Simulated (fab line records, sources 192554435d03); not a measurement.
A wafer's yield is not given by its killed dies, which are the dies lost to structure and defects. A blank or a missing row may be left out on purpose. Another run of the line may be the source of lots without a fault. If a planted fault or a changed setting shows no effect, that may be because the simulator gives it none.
Chamber matching    flow n5_finfet    4 sister chambers for N5_FIN_SAQP_FIN_ETCH_36 on rie_si-05
The step etches the open film in HBr/Cl2/O2, target depth 120 nm, time 50.4 s. 4 wafers are shown with their chamber, then 7 later ones without.

EACH WAFER AND ITS CHAMBER
wafer   chamber  throttle_valve_pct (%)
L086.4  3        36.29
L086.6  0        35.76
L087.1  1        35.84
L087.2  2        36.40

WAFERS WHOSE CHAMBER IS MISSING
wafer   throttle_valve_pct (%)
L087.3  36.28
L088.1  36.39
L088.3  35.84
L088.4  35.74
L096.3  36.29
L096.4  35.86
L096.6  36.27

THE CHAMBER EACH PASSED THROUGH
wafer   from the rows above  in truth
L087.3  3                    3
L088.1  2                    2
L088.3  1                    1
L088.4  0                    0
L096.3  3                    3
L096.4  1                    1
L096.6  3                    3
7 of 7 placed correctly. Can't be placed from these rows: 0. 0 placed wrongly.
How it was worked out, from the rows above alone: a wafer's distance from a chamber is the root of the sum, over the readings, of the square of ((its reading less the chamber's mean) divided by the reading's scatter). If the next closest chamber is less than 2 further off than the closest, the wafer can't be placed; otherwise it belongs to the closest. For every chamber, the mean is computed from those of its wafers that are shown. The scatter (one wafer shown for each chamber): square how far every hidden wafer sits from the nearest shown wafer, average those squares and take the square root.
